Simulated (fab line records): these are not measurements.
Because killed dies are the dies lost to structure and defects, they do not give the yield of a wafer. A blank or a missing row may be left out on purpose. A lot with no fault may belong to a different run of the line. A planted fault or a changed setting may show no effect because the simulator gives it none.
Which tool is to blame? -- flow nand-harc -- 42 wafers sampled from 14 lots at 1 step of a route of 1159

== WHAT EACH GAUGE READ, for each wafer ==
NHARC_P_GATE_CD_MEAS_91: target cd 2000 nm.
lot,measured,on,cd-nm (nm)
L147,day 5 09:35,cd-sem-03,1999.2 1998.2 1997.2
L149,day 5 21:11,cd-sem-02,2002.0 2002.1 2001.3
L150,day 6 03:16,cd-sem-03,2002.5 2003.4 2001.3
L154,day 6 20:15,cd-sem-03,1999.2 1996.6 2000.1
L153,day 6 21:19,cd-sem-03,1999.8 2000.2 1998.6
L157,day 8 00:04,cd-sem-01,1997.7 2000.5 1998.7
L163,day 9 07:55,cd-sem-02,1999.5 2000.0 2001.5
L162,day 9 08:00,cd-sem-01,1995.8 1999.9 1997.8
L165,day 9 19:32,cd-sem-03,2004.2 2003.1 2001.4
L164,day 9 20:22,cd-sem-01,2004.9 2003.2 2001.8
L167,day 10 08:48,cd-sem-02,1996.8 1997.4 1999.8
L168,day 10 15:29,cd-sem-01,2000.3 1998.0 1998.5
L169,day 10 16:29,cd-sem-03,1999.2 1999.9 1998.4
L170,day 11 02:32,cd-sem-03,2000.8 2001.1 2001.7

== EACH LOT AND THE TOOL THAT RAN IT (in order: tool; ch and the chambers of the sampled wafers; start) ==
Before these readings, the record contains no process step.

== WHAT THE TOOLS THEMSELVES READ (means of the sampled wafers that have a number; where no wafer has one, the mark that the record gives instead) ==
The record holds no such reading with a usual standard deviation.

== THE ANSWER, worked out from the rows above alone ==
Rule: the usual values come from the lots themselves. Put in order of their means at a reading, lots are off if they are a third of the lots or fewer, leave a main group of 4 or more, and stand apart from it by a gap of 3 or more times the standard deviation of the main group's means; of several such gaps the widest counts. A main group is skipped when, at the precision printed for the reading in the tables above, its means are all equal. A lot without any number at a reading at which 4 lots or more have one is off too. The other lots that the step has rows for count as sound. The gauges are gone through in route order, then the tools' own readings, and for those a lot's mean is taken as printed above. At the first step where some lot is off, the reading lying furthest off is the one used; lots without a number count as furthest.
Across all readings shown, no lot is off: no conclusion can be drawn from this.

== WHAT THE SIMULATOR HAD INSERTED ==
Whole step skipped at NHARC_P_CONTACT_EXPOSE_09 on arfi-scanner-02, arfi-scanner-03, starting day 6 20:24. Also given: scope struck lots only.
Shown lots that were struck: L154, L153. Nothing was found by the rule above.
